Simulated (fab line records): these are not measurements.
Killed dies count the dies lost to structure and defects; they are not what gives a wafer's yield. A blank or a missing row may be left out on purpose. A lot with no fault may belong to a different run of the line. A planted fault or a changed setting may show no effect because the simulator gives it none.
Split-lot study + flow n5 finfet + on a route of 1938 steps: 7 lots, 39 wafers read

SPLIT DETAILS
At N5_SD_EPI_N_ETCH_45 (etches SiOCN in CH3F/O2, target depth 6 nm), the setting target depth a was moved away from the recipe's 60 angstrom on 18 of the 39 wafers read, by -49.1% to +58.9%. The other wafers ran this setting at the recipe's value.

The reading comes from the split's own step.

THE READING
etch.depth nm (the simulator's own value, which no gauge read), in nm, at N5_SD_EPI_N_ETCH_45 (etches SiOCN in CH3F/O2, target depth 6 nm). There is no usual value for it anywhere in the file. Across the 21 wafers here that went through the recipe, the average is 6.106 nm and the standard deviation 0.074 nm.

| wafer  | tool, chamber at the split | target depth a as run, angstrom | against the recipe | etch.depth nm, nm | against lot-mates on the recipe |
|--------|----------------------------|---------------------------------|--------------------|-------------------|---------------------------------|
| L074.1 | rie diel-01, 2             | 43.73                           | -27.1%             | 4.404             | -1.596                          |
| L074.2 | rie diel-01, 1             | 43.73                           | -27.1%             | 4.473             | -1.527                          |
| L074.3 | rie diel-01, 0             | 60                              | recipe             | 6.039             | -                               |
| L074.4 | rie diel-01, 3             | 43.73                           | -27.1%             | 4.306             | -1.694                          |
| L074.5 | rie diel-01, 3             | 60                              | recipe             | 5.971             | -                               |
| L074.6 | rie diel-01, 2             | 60                              | recipe             | 5.989             | -                               |
| L076.1 | rie diel-01, 2             | 60                              | recipe             | 6.041             | -                               |
| L076.2 | rie diel-01, 1             | 60                              | recipe             | 6.189             | -                               |
| L076.3 | rie diel-01, 3             | 30.51                           | -49.1%             | 3.039             | -3.082                          |
| L076.4 | rie diel-01, 0             | 30.51                           | -49.1%             | 3.089             | -3.032                          |
| L076.5 | rie diel-01, 1             | 60                              | recipe             | 6.132             | -                               |
| L076.6 | rie diel-01, 0             | 30.51                           | -49.1%             | 3.069             | -3.052                          |
| L078.1 | rie diel-06, 1             | 93.41                           | +55.7%             | 9.182             | +3.145                          |
| L078.2 | rie diel-06, 3             | 60                              | recipe             | 6.018             | -                               |
| L078.3 | rie diel-06, 0             | 93.41                           | +55.7%             | 9.325             | +3.288                          |
| L078.4 | rie diel-06, 2             | 60                              | recipe             | 6.037             | -                               |
| L078.5 | rie diel-06, 3             | 60                              | recipe             | 6.057             | -                               |
| L078.6 | rie diel-06, 2             | 93.41                           | +55.7%             | 9.422             | +3.385                          |
| L081.3 | rie diel-01, 1             | 60                              | recipe             | 6.204             | -                               |
| L081.4 | rie diel-01, 0             | 60                              | recipe             | 6.068             | -                               |
| L081.6 | rie diel-01, 3             | 60                              | recipe             | 6.074             | -                               |
| L085.1 | rie diel-01, 1             | 60                              | recipe             | 6.102             | -                               |
| L085.2 | rie diel-01, 2             | 60                              | recipe             | 6.152             | -                               |
| L085.3 | rie diel-01, 0             | 82.57                           | +37.6%             | 8.396             | +2.269                          |
| L085.4 | rie diel-01, 3             | 82.57                           | +37.6%             | 8.283             | +2.156                          |
| L085.5 | rie diel-01, 1             | 60                              | recipe             | 6.127             | -                               |
| L085.6 | rie diel-01, 0             | 82.57                           | +37.6%             | 8.378             | +2.251                          |
| L087.1 | rie diel-05, 1             | 60                              | recipe             | 6.196             | -                               |
| L087.2 | rie diel-05, 2             | 60                              | recipe             | 6.162             | -                               |
| L087.3 | rie diel-05, 0             | 95.33                           | +58.9%             | 9.721             | +3.523                          |
| L087.4 | rie diel-05, 3             | 95.33                           | +58.9%             | 9.713             | +3.515                          |
| L087.5 | rie diel-05, 0             | 95.33                           | +58.9%             | 9.657             | +3.459                          |
| L087.6 | rie diel-05, 1             | 60                              | recipe             | 6.236             | -                               |
| L093.1 | rie diel-01, 1             | 73                              | +21.7%             | 7.411             | +1.267                          |
| L093.2 | rie diel-01, 0             | 73                              | +21.7%             | 7.423             | +1.279                          |
| L093.3 | rie diel-01, 2             | 60                              | recipe             | 6.146             | -                               |
| L093.4 | rie diel-01, 3             | 73                              | +21.7%             | 7.352             | +1.208                          |
| L093.5 | rie diel-01, 1             | 60                              | recipe             | 6.098             | -                               |
| L093.6 | rie diel-01, 2             | 60                              | recipe             | 6.187             | -                               |

THE FIT
A straight line over all 39 wafers: etch.depth nm changes by +0.0604 nm for each +1% of target depth a; r = +1.00; the points scatter about the line by 0.084 nm.
The same after taking each lot's own level away (the mean of its wafers on the recipe; 39 wafers): +0.0599 nm for each +1%; r = +1.00; scatter 0.061 nm.
Per that fit: largest target depth a move, reading shift of 3.5 nm.
The span of the lots' own levels, 5.9997 to 6.1980 nm, comes to 2.7 times the standard deviation stated above.
The two slopes are in agreement: the lot-to-lot level therefore moves the slope only a little.
Check: for one of the wafers moved furthest among these (+58.9%), held out of the fit, the line's prediction against its lot-mates is +3.5 nm. It came out at +3.52 nm against them.

THE OTHER SPLITS THESE WAFERS WENT THROUGH
These wafers also went through other splits before the reading. Each is held against what the fit with the lots' levels taken away leaves over:
| other split on the same wafers | wafers away from the commonest value | r with etch.depth nm (lot level and that fit taken away) |
|--------------------------------|--------------------------------------|----------------------------------------------------------|
| N5_FIN_SAQP_HM_DEP_03 time s   | 15                                   | -0.12                                                    |

THE FILE'S OWN FIT
etch.depth nm changes by +0.0597 nm for each +1% of target depth a, r = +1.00.
